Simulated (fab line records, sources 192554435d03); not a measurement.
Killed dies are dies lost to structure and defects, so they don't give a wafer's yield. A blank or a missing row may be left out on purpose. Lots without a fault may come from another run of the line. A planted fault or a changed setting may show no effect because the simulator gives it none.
Split-lot experiment | flow n5_finfet | 7 lots, 21 wafers read, on a route of 1938 steps

THE SPLIT
At N5_BEOL_M4_DESCUM_33 (chemistry O2, time 7 s), the setting time_s was moved away from the recipe's 7 s on 10 of the 21 wafers read, by -21.7% to +20.5%. The other wafers ran this setting at the recipe's value.

The file shows no step between the split and the reading.

THE READING
CAR-EUV_of_BEOL_M4_COAT_22.thk_nm (the simulator's own value, which no gauge read), in nm, at N5_BEOL_M4_ETCH_77 (etches underlayer in N2/H2, target depth 6.5 nm, time 5.2 s). The file gives no usual value for it. The 11 wafers here that ran the recipe average 20.4 nm, standard deviation 0.17 nm.

wafer  | tool, chamber at the split | time_s as run, s | against the recipe | CAR-EUV_of_BEOL_M4_COAT_22.thk_nm, nm | against lot-mates on the recipe
L074.1 | rie_diel-06, 2             | 8.432            | +20.5%             | 19.8                                  | -0.8
L074.5 | rie_diel-06, 1             | 8.432            | +20.5%             | 19.8                                  | -0.8
L074.3 | rie_diel-06, 1             | 7                | recipe             | 20.6                                  | -
L080.2 | rie_diel-03, 2             | 7                | recipe             | 20.6                                  | -
L080.5 | rie_diel-03, 2             | 7                | recipe             | 20.6                                  | -
L080.6 | rie_diel-03, 1             | 7.528            | +7.5%              | 20.2                                  | -0.4
L083.1 | rie_diel-01, 1             | 7                | recipe             | 20.2                                  | -
L083.2 | rie_diel-01, 2             | 5.985            | -14.5%             | 20.8                                  | +0.5
L083.5 | rie_diel-01, 2             | 7                | recipe             | 20.4                                  | -
L086.3 | rie_diel-01, 2             | 5.484            | -21.7%             | 21                                    | +0.8
L086.4 | rie_diel-01, 3             | 7                | recipe             | 20.2                                  | -
L086.6 | rie_diel-01, 2             | 5.484            | -21.7%             | 21.2                                  | +1.0
L091.1 | rie_diel-06, 0,2           | 8.383            | +19.8%             | 19.8                                  | -0.6
L091.2 | rie_diel-06, 0,2           | 8.383            | +19.8%             | 19.8                                  | -0.6
L091.5 | rie_diel-06, 2             | 7                | recipe             | 20.4                                  | -
L093.3 | rie_diel-03, 0,1           | 7.529            | +7.6%              | 20                                    | -0.4
L093.5 | rie_diel-03, 0,1           | 7.529            | +7.6%              | 20.2                                  | -0.2
L093.6 | rie_diel-03, 2             | 7                | recipe             | 20.4                                  | -
L097.3 | rie_diel-01, 0,1           | 7                | recipe             | 20.2                                  | -
L097.4 | rie_diel-01, 0,1           | 7                | recipe             | 20.2                                  | -
L097.6 | rie_diel-01, 3             | 7                | recipe             | 20.2                                  | -
Where a row lists several chambers, the file gives one row for several wafers and doesn't say which wafer went through which chamber.

THE FIT
A straight line over all 21 wafers: CAR-EUV_of_BEOL_M4_COAT_22.thk_nm changes by -0.0305 nm for each +1% of time_s; r = -0.94; the points scatter about the line by 0.14 nm.
The same after taking each lot's own level away (the mean of its wafers on the recipe; 21 wafers): -0.0377 nm for each +1%; r = -0.98; scatter 0.083 nm.
On that fit, the largest move of time_s shifts the reading by 0.82 nm.
The lots' own levels span 20.20 to 20.60 nm, that is 2.4 times the standard deviation above.
So the lot-to-lot level changes the slope: the two fits differ.
Check: with one of the wafers moved furthest among these (-21.7%) left out of the fit, the line predicts +0.834 nm for it against its lot-mates. It came out at +0.8 nm against them.

THE WHOLE CHAIN: every reading that the file lists as answering this split, in the file's order
step                 | what it does                                                | reading                                                                            | change (the file's fit)                | r (the file's)
N5_BEOL_M4_DESCUM_33 | chemistry O2, time 7 s                                      | CAR-EUV_of_BEOL_M4_COAT_22.thk_nm (the simulator's own value, which no gauge read) | -0.0345 nm for each +1% of the setting | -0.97
N5_BEOL_M4_ETCH_77   | etches underlayer in N2/H2, target depth 6.5 nm, time 5.2 s | CAR-EUV_of_BEOL_M4_COAT_22.thk_nm (the simulator's own value, which no gauge read) | -0.0376 nm for each +1% of the setting | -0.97

THE FILE'S OWN FIT
CAR-EUV_of_BEOL_M4_COAT_22.thk_nm changes by -0.0376 nm for each +1% of time_s, r = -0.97.
